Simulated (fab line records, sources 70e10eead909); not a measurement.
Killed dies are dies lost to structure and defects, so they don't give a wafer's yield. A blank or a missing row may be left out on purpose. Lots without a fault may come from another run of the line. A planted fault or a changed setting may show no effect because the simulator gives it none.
Chamber matching | flow nand_harc | NHARC_P_M0_DEP_00 on pecvd-03: 3 sister chambers
The step deposits SiOC, target thk 150 nm. 6 wafers are shown with their chamber, then 9 later ones without.

WAFERS WITH THEIR CHAMBER
wafer  | chamber | rf_fwd_power_W (W)
L676.1 | 1       | 600.1
L676.2 | 0       | 599.1
L679.5 | 0       | 598.6
L680.2 | 2       | 599.3
L680.3 | 1       | 600.4
L680.5 | 2       | 598.3

WAFERS WITHOUT THEIR CHAMBER
wafer  | rf_fwd_power_W (W)
L686.1 | 600.9
L686.4 | 599.5
L686.5 | 596.4
L687.2 | 600.8
L687.4 | 597.6
L687.5 | 597.9
L694.3 | 601.1
L694.5 | 596.0
L694.6 | 602.1

WHICH CHAMBER EACH WENT THROUGH
wafer  | from the rows above          | in truth
L686.1 | 1                            | 1
L686.4 | can't be placed: 0 or 2 or 1 | 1
L686.5 | can't be placed: 2 or 0      | 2
L687.2 | 1                            | 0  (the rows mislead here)
L687.4 | can't be placed: 2 or 0      | 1
L687.5 | can't be placed: 2 or 0      | 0
L694.3 | 1                            | 1
L694.5 | can't be placed: 2 or 0      | 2
L694.6 | 1                            | 1
Placed correctly: 3 of 9. Can't be placed from these rows: 5 (the true chamber is among the candidates in 4). Placed wrongly: 1.
How it was worked out, from the rows above alone: a wafer's distance from a chamber is the root of the sum, over the readings, of the square of ((its reading less the chamber's mean) divided by the reading's scatter). The wafer belongs to the nearest chamber; if the next one is less than 2 further off, it can't be placed. A chamber's mean is the mean of its shown wafers. The scatter: the root of (the sum of the squares of (reading less its chamber's mean) over the shown wafers, divided by (wafers less chambers)).
